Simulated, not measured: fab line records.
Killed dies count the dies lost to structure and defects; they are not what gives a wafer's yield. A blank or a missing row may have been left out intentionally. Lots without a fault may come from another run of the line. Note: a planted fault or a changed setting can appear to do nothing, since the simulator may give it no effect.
Which of the tools did it? + flow nand-harc + 6 lots, 18 wafers sampled, at 4 steps of a route of 1159

== WHAT THE GAUGES READ, wafer by wafer ==
NHARC_END_SORT_01.
lot + measured + on + killed-at-array

== EACH LOT AND THE TOOL THAT RAN IT (in order: tool; ch and the chambers of the sampled wafers; start) ==
| lot  | NHARC_A_STAIRCASE_STRIP_255         | NHARC_HYBRID_BOND_ACTIVATE_00      | NHARC_THIN_TSV_PRE_CLEAN_50 |
|------|-------------------------------------|------------------------------------|-----------------------------|
| L996 | wet-bench-09 ch 2,3,5, day 11 20:16 | rie-diel-04 ch 0,1, day 18 08:49   | pvd-sputter-03, no start    |
| L100 | wet-bench-09 ch 0,2,4, day 12 13:46 | rie-diel-08 ch 1,2,3, day 19 13:02 | pvd-sputter-02, no start    |
| L101 | wet-bench-07 ch 3,4,6, day 13 02:11 | rie-diel-08 ch 2,3, day 19 19:59   | pvd-sputter-03, no start    |
| L103 | wet-bench-07 ch 5,6,7, day 13 10:29 | rie-diel-04 ch 0,1,2, day 21 05:54 | pvd-sputter-01, no start    |
| L106 | wet-bench-04 ch 0,1,5, day 13 19:36 | rie-diel-08 ch 1,3, day 20 17:58   | pvd-sputter-01, no start    |
| L117 | wet-bench-07 ch 0,2,7, day 16 12:14 | rie-diel-04 ch 0,1,3, day 23 22:27 | pvd-sputter-03, no start    |
- NHARC_A_STAIRCASE_STRIP_255: strips in SPM, time 900 s.
- NHARC_HYBRID_BOND_ACTIVATE_00: chemistry N2, time 60 s.
- NHARC_THIN_TSV_PRE_CLEAN_50: time 30 s.

== THE ANSWER, worked out from the rows above alone ==
Rule: the usual values come from the lots themselves. The widest of any qualifying gaps counts: lots, ordered by their means at a reading, are off when they make up no more than a third of the lots, leave a main group of 4 or more, and stand apart from it by 3 or more times the standard deviation of that group's means. Not used: any main group whose means are identical at the precision the tables above print for the reading. A lot without any number at a reading at which 4 lots or more have one is off too. Any other lot the step has rows for is counted as sound.
Nothing can be told from this: no lot is off at any reading shown.

== WHAT THE SIMULATOR PUT IN ==
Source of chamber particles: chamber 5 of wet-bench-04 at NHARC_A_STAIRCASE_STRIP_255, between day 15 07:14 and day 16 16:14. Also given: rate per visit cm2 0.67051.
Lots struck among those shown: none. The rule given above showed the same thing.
